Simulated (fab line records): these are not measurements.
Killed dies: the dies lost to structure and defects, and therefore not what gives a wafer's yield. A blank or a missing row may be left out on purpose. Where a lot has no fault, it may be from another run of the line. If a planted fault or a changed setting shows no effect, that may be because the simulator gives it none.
Which tool did it? / flow nand_harc / Sampling: 11 lots, 33 wafers, 5 of 1302 route steps

WHAT THE GAUGES READ, wafer by wafer
NHARC_END_SORT_01. Usual: defect_limited_yield 91.6 %, standard deviation 2.8; killed_at_array 52, standard deviation 18; killed_at_other 0.6, standard deviation 1.1; killed_at_periphery 3.7, standard deviation 2.4; killed_dies 57, standard deviation 19; killed_open 3.1, standard deviation 1.7; killed_short 2.5, standard deviation 1.7; sort_bin_2_pct 3.0 %, standard deviation 1.2; sort_bin_3_pct 0.6 %, standard deviation 0.38; sort_bin_4_pct 4.8 %, standard deviation 1.7; sort_n_pass 620, standard deviation 19; sort_rim_yield_pct 91 %, standard deviation 4.1; sort_yield_pct 91.6 %, standard deviation 2.8.
lot=L441; measured=day 24 17:19; on=prober-01; defect_limited_yield (%)=91.1 90.4 90.4; killed_at_array=56 63 60; killed_at_other=1 0 0; killed_at_periphery=3 2 5; killed_dies=60 65 65; killed_open=0 4 1; killed_short=2 2 1; sort_bin_2_pct (%)=3.4 3.1 3.4; sort_bin_3_pct (%)=1.2 0.9 1.0; sort_bin_4_pct (%)=4.3 5.6 5.2; sort_n_pass=617 612 612; sort_rim_yield_pct (%)=92 90 89; sort_yield_pct (%)=91.1 90.4 90.4; flag=
lot=L449; measured=day 27 23:02; on=prober-02; defect_limited_yield (%)=96.0 95.6 93.5; killed_at_array=26 28 39; killed_at_other=0 0 3; killed_at_periphery=1 2 2; killed_dies=27 30 44; killed_open=1 3 4; killed_short=4 2 4; sort_bin_2_pct (%)=1.3 1.8 2.4; sort_bin_3_pct (%)=0.3 0 0.6; sort_bin_4_pct (%)=2.4 2.7 3.5; sort_n_pass=650 647 633; sort_rim_yield_pct (%)=97 99 94; sort_yield_pct (%)=96.0 95.6 93.5; flag=
lot=L455; measured=day 31 13:55; on=prober-02; defect_limited_yield (%)=93.6 95.6 95.4; killed_at_array=41 22 25; killed_at_other=1 3 1; killed_at_periphery=1 5 5; killed_dies=43 30 31; killed_open=4 4 4; killed_short=9 1 0; sort_bin_2_pct (%)=1.6 1.5 1.3; sort_bin_3_pct (%)=0.6 0.1 0.3; sort_bin_4_pct (%)=4.1 2.8 3.0; sort_n_pass=634 647 646; sort_rim_yield_pct (%)=93 97 97; sort_yield_pct (%)=93.6 95.6 95.4; flag=
lot=L457; measured=day 31 09:53; on=prober-01; defect_limited_yield (%)=90.4 90.0 88.6; killed_at_array=63 64 73; killed_at_other=0 0 0; killed_at_periphery=2 4 4; killed_dies=65 68 77; killed_open=4 2 2; killed_short=3 0 0; sort_bin_2_pct (%)=4.3 3.1 3.4; sort_bin_3_pct (%)=0.7 0.4 0.4; sort_bin_4_pct (%)=4.6 6.5 7.5; sort_n_pass=612 609 600; sort_rim_yield_pct (%)=91 85 89; sort_yield_pct (%)=90.4 90.0 88.6; flag=

WHICH TOOL RAN EACH LOT (tool, then ch and the chambers of the sampled wafers, then the start)
lot=L441; NHARC_P_M1_ETCH_15=rie_diel-01 ch 0,3, day 6 20:41 or earlier; NHARC_P_M1_ANNEAL_31=rtp_anneal-02 ch 0, day 6 20:41; NHARC_P_M2_SOFTBAKE_04=litho_track-06 ch 0, day 6 22:00; NHARC_P_M2_ETCH_35=rie_diel-03 ch 1,2,3, day 6 23:07
lot=L443; NHARC_P_M1_ETCH_15=rie_diel-12 ch 0,2,3, day 7 10:30 or earlier; NHARC_P_M1_ANNEAL_31=rtp_anneal-01 ch 0, day 7 10:30; NHARC_P_M2_SOFTBAKE_04=litho_track-04 ch 0, day 7 12:00; NHARC_P_M2_ETCH_35=rie_diel-03 ch 0,1,2, day 7 12:59
lot=L444; NHARC_P_M1_ETCH_15=rie_diel-12 ch 0,2,3, day 8 00:31 or earlier; NHARC_P_M1_ANNEAL_31=rtp_anneal-02 ch 0, day 8 00:31; NHARC_P_M2_SOFTBAKE_04=litho_track-06 ch 0, day 8 02:00; NHARC_P_M2_ETCH_35=rie_diel-03 ch 0,2, day 8 03:05
lot=L449; NHARC_P_M1_ETCH_15=rie_diel-12 ch 0,2,3, day 10 03:16 or earlier; NHARC_P_M1_ANNEAL_31=rtp_anneal-01 ch 0, day 10 03:16; NHARC_P_M2_SOFTBAKE_04=litho_track-01 ch 0, day 10 05:00; NHARC_P_M2_ETCH_35=rie_diel-03 ch 0,1,3, day 10 05:42
lot=L455; NHARC_P_M1_ETCH_15=rie_diel-08 ch 0,1,3, day 12 23:53 or earlier; NHARC_P_M1_ANNEAL_31=rtp_anneal-02 ch 0, day 12 23:53; NHARC_P_M2_SOFTBAKE_04=litho_track-06 ch 0, day 13 01:00; NHARC_P_M2_ETCH_35=rie_diel-11 ch 0,2,3, day 13 02:19
lot=L457; NHARC_P_M1_ETCH_15=rie_diel-12 ch 0,2, day 13 10:47 or earlier; NHARC_P_M1_ANNEAL_31=rtp_anneal-02 ch 0, day 13 10:47; NHARC_P_M2_SOFTBAKE_04=litho_track-01 ch 0, day 13 12:00; NHARC_P_M2_ETCH_35=rie_diel-03 ch 0,2,3, day 13 13:08
lot=L458; NHARC_P_M1_ETCH_15=rie_diel-12 ch 0,3, day 14 04:26 or earlier; NHARC_P_M1_ANNEAL_31=rtp_anneal-01 ch 0, day 14 04:26; NHARC_P_M2_SOFTBAKE_04=litho_track-04 ch 0, day 14 06:00; NHARC_P_M2_ETCH_35=rie_diel-06 ch 0,1,2, day 14 06:49
lot=L460; NHARC_P_M1_ETCH_15=rie_diel-12 ch 0,3, day 14 11:31 or earlier; NHARC_P_M1_ANNEAL_31=rtp_anneal-01 ch 0, day 14 11:31; NHARC_P_M2_SOFTBAKE_04=litho_track-06 ch 0, day 14 13:00; NHARC_P_M2_ETCH_35=rie_diel-03 ch 0,1,2, day 14 14:00
lot=L459; NHARC_P_M1_ETCH_15=rie_diel-01 ch 0,3, day 14 11:59 or earlier; NHARC_P_M1_ANNEAL_31=rtp_anneal-02 ch 0, day 14 11:59; NHARC_P_M2_SOFTBAKE_04=litho_track-01 ch 0, day 14 13:00; NHARC_P_M2_ETCH_35=rie_diel-11 ch 1,2,3, day 14 14:23
lot=L461; NHARC_P_M1_ETCH_15=rie_diel-01 ch 0,3, day 14 22:47 or earlier; NHARC_P_M1_ANNEAL_31=rtp_anneal-01 ch 0, day 14 22:47; NHARC_P_M2_SOFTBAKE_04=litho_track-06 ch 0, day 15 00:00; NHARC_P_M2_ETCH_35=rie_diel-03 ch 0,1, day 15 01:14
lot=L463; NHARC_P_M1_ETCH_15=rie_diel-01 ch 0,1,3, day 15 18:56 or earlier; NHARC_P_M1_ANNEAL_31=rtp_anneal-01 ch 0, day 15 18:56; NHARC_P_M2_SOFTBAKE_04=litho_track-01 ch 0, day 15 20:00; NHARC_P_M2_ETCH_35=rie_diel-11 ch 1,2,3, day 15 21:18
- NHARC_P_M1_ETCH_15: etches the open film in C4F8/Ar, target depth 182.5 nm, time 91.2 s.
- NHARC_P_M1_ANNEAL_31: time 90 s.
- NHARC_P_M2_SOFTBAKE_04: time 55 s.
- NHARC_P_M2_ETCH_35: etches the open film in N2/H2, target depth 40 nm, overetch 12 nm, time 43.94 s.

AS READ BY THE TOOLS THEMSELVES (means over the sampled wafers that have a number; for cases with no such wafer, the mark the record gives instead)
NHARC_P_M1_ETCH_15. Usual: oes_product_au 0.960 a.u., standard deviation 0.017; rf_vpp_V 441.4 V, standard deviation 2.6.
lot=L441; tool=rie_diel-01; oes_product_au (a.u.)=0.958; rf_vpp_V (V)=439.8; flag=
lot=L443; tool=rie_diel-12; oes_product_au (a.u.)=0.953; rf_vpp_V (V)=443.6; flag=
lot=L444; tool=rie_diel-12; oes_product_au (a.u.)=0.968; rf_vpp_V (V)=444.1; flag=
lot=L449; tool=rie_diel-12; oes_product_au (a.u.)=0.970; rf_vpp_V (V)=444.4; flag=
lot=L455; tool=rie_diel-08; oes_product_au (a.u.)=0.960; rf_vpp_V (V)=439.4; flag=
lot=L457; tool=rie_diel-12; oes_product_au (a.u.)=0.969; rf_vpp_V (V)=445.1; flag=
lot=L458; tool=rie_diel-12; oes_product_au (a.u.)=0.952; rf_vpp_V (V)=444.3; flag=
lot=L460; tool=rie_diel-12; oes_product_au (a.u.)=0.951; rf_vpp_V (V)=443.6; flag=
lot=L459; tool=rie_diel-01; oes_product_au (a.u.)=0.954; rf_vpp_V (V)=439.9; flag=
lot=L461; tool=rie_diel-01; oes_product_au (a.u.)=0.978; rf_vpp_V (V)=440.3; flag=
lot=L463; tool=rie_diel-01; oes_product_au (a.u.)=0.922; rf_vpp_V (V)=439.3; flag=

NHARC_P_M1_ANNEAL_31. Usual: wafer_temp_C_max 226.3, standard deviation 0.33.
lot=L441 tool=rtp_anneal-02 wafer_temp_C_max=226.3 flag=
lot=L443 tool=rtp_anneal-01 wafer_temp_C_max=226.3 flag=
lot=L444 tool=rtp_anneal-02 wafer_temp_C_max=226.5 flag=
lot=L449 tool=rtp_anneal-01 wafer_temp_C_max=226.1 flag=
lot=L455 tool=rtp_anneal-02 wafer_temp_C_max=226.4 flag=
lot=L457 tool=rtp_anneal-02 wafer_temp_C_max=226.4 flag=
lot=L458 tool=rtp_anneal-01 wafer_temp_C_max=226.1 flag=
lot=L460 tool=rtp_anneal-01 wafer_temp_C_max=226.2 flag=
lot=L459 tool=rtp_anneal-02 wafer_temp_C_max=226.7 flag=
lot=L461 tool=rtp_anneal-01 wafer_temp_C_max=226.1 flag=
lot=L463 tool=rtp_anneal-01 wafer_temp_C_max=226.2 flag=

NHARC_P_M2_SOFTBAKE_04. Usual: exhaust_pa 45.1 Pa, standard deviation 0.95; heater_power_total_W 188.44 W, standard deviation 0.13; plate_temp_C 104.98 C, standard deviation 0.13.
lot=L441; tool=litho_track-06; exhaust_pa (Pa)=44.3; heater_power_total_W (W)=188.44; plate_temp_C (C)=105.04; flag=
lot=L443; tool=litho_track-04; exhaust_pa (Pa)=44.3; heater_power_total_W (W)=188.40; plate_temp_C (C)=104.89; flag=
lot=L444; tool=litho_track-06; exhaust_pa (Pa)=44.6; heater_power_total_W (W)=188.31; plate_temp_C (C)=105.03; flag=
lot=L449; tool=litho_track-01; exhaust_pa (Pa)=45.8; heater_power_total_W (W)=278.10; plate_temp_C (C)=104.95; flag=OFF
lot=L455; tool=litho_track-06; exhaust_pa (Pa)=44.7; heater_power_total_W (W)=188.50; plate_temp_C (C)=105.00; flag=
lot=L457; tool=litho_track-01; exhaust_pa (Pa)=44.3; heater_power_total_W (W)=188.54; plate_temp_C (C)=105.00; flag=
lot=L458; tool=litho_track-04; exhaust_pa (Pa)=45.1; heater_power_total_W (W)=188.50; plate_temp_C (C)=104.99; flag=
lot=L460; tool=litho_track-06; exhaust_pa (Pa)=45.4; heater_power_total_W (W)=188.42; plate_temp_C (C)=104.93; flag=
lot=L459; tool=litho_track-01; exhaust_pa (Pa)=45.7; heater_power_total_W (W)=188.41; plate_temp_C (C)=105.25; flag=
lot=L461; tool=litho_track-06; exhaust_pa (Pa)=44.6; heater_power_total_W (W)=188.55; plate_temp_C (C)=104.90; flag=
lot=L463; tool=litho_track-01; exhaust_pa (Pa)=45.5; heater_power_total_W (W)=188.42; plate_temp_C (C)=105.05; flag=

NHARC_P_M2_ETCH_35. Usual: drypump_motor_current_A 5.7 A, standard deviation 0.4; oes_product_au 0.998 a.u., standard deviation 0.009; rf_vpp_V 431.9 V, standard deviation 2.1; showerhead_plenum_p_Torr 2.09 Torr, standard deviation 0.074; throttle_valve_pct 14.171 %, standard deviation 0.0086.
lot=L441; tool=rie_diel-03; drypump_motor_current_A (A)=5.8; oes_product_au (a.u.)=1.006; rf_vpp_V (V)=432.2; showerhead_plenum_p_Torr (Torr)=2.10; throttle_valve_pct (%)=14.173; flag=
lot=L443; tool=rie_diel-03; drypump_motor_current_A (A)=5.7; oes_product_au (a.u.)=0.990; rf_vpp_V (V)=433.1; showerhead_plenum_p_Torr (Torr)=2.12; throttle_valve_pct (%)=14.176; flag=
lot=L444; tool=rie_diel-03; drypump_motor_current_A (A)=5.7; oes_product_au (a.u.)=0.986; rf_vpp_V (V)=432.0; showerhead_plenum_p_Torr (Torr)=2.09; throttle_valve_pct (%)=14.171; flag=
lot=L449; tool=rie_diel-03; drypump_motor_current_A (A)=5.8; oes_product_au (a.u.)=0.984; rf_vpp_V (V)=431.5; showerhead_plenum_p_Torr (Torr)=2.08; throttle_valve_pct (%)=14.170; flag=
lot=L455; tool=rie_diel-11; drypump_motor_current_A (A)=5.8; oes_product_au (a.u.)=0.992; rf_vpp_V (V)=430.2; showerhead_plenum_p_Torr (Torr)=2.04; throttle_valve_pct (%)=14.170; flag=
lot=L457; tool=rie_diel-03; drypump_motor_current_A (A)=5.9; oes_product_au (a.u.)=1.004; rf_vpp_V (V)=431.3; showerhead_plenum_p_Torr (Torr)=2.06; throttle_valve_pct (%)=14.173; flag=
lot=L458; tool=rie_diel-06; drypump_motor_current_A (A)=5.4; oes_product_au (a.u.)=0.996; rf_vpp_V (V)=433.3; showerhead_plenum_p_Torr (Torr)=2.10; throttle_valve_pct (%)=14.173; flag=
lot=L460; tool=rie_diel-03; drypump_motor_current_A (A)=5.7; oes_product_au (a.u.)=1.002; rf_vpp_V (V)=433.4; showerhead_plenum_p_Torr (Torr)=2.11; throttle_valve_pct (%)=14.176; flag=
lot=L459; tool=rie_diel-11; drypump_motor_current_A (A)=5.7; oes_product_au (a.u.)=0.998; rf_vpp_V (V)=430.9; showerhead_plenum_p_Torr (Torr)=2.06; throttle_valve_pct (%)=14.173; flag=
lot=L461; tool=rie_diel-03; drypump_motor_current_A (A)=5.6; oes_product_au (a.u.)=1.014; rf_vpp_V (V)=433.5; showerhead_plenum_p_Torr (Torr)=2.12; throttle_valve_pct (%)=14.168; flag=
lot=L463; tool=rie_diel-11; drypump_motor_current_A (A)=5.7; oes_product_au (a.u.)=0.999; rf_vpp_V (V)=430.9; showerhead_plenum_p_Torr (Torr)=2.06; throttle_valve_pct (%)=14.166; flag=

THE ANSWER, worked out from the rows above alone
Rule: lot off if the mean of its wafers having a number is beyond 3 standard deviations from the usual mean. Also off: a lot with no number at a reading for which 4 or more lots have one. All remaining lots with rows at the step are treated as sound. The gauges are gone through in route order, then the tools' own readings, and for those a lot's mean is taken as printed above. The first step at which some lot is off is used, and at that step the reading that is off furthest; a lot without a number counts as furthest.
Off: L449 (NHARC_P_M2_SOFTBAKE_04, heater_power_total_W).
If a tool, at that step or one of the process steps before it, ran each lot that is off and ran no sound lot following the first of them, it fits. With no start given for some of its lots, NHARC_P_M1_ETCH_15 uses the hours and lot order of NHARC_P_M1_ANNEAL_31. Of those tried, none fits.

WHAT THE SIMULATOR PUT IN
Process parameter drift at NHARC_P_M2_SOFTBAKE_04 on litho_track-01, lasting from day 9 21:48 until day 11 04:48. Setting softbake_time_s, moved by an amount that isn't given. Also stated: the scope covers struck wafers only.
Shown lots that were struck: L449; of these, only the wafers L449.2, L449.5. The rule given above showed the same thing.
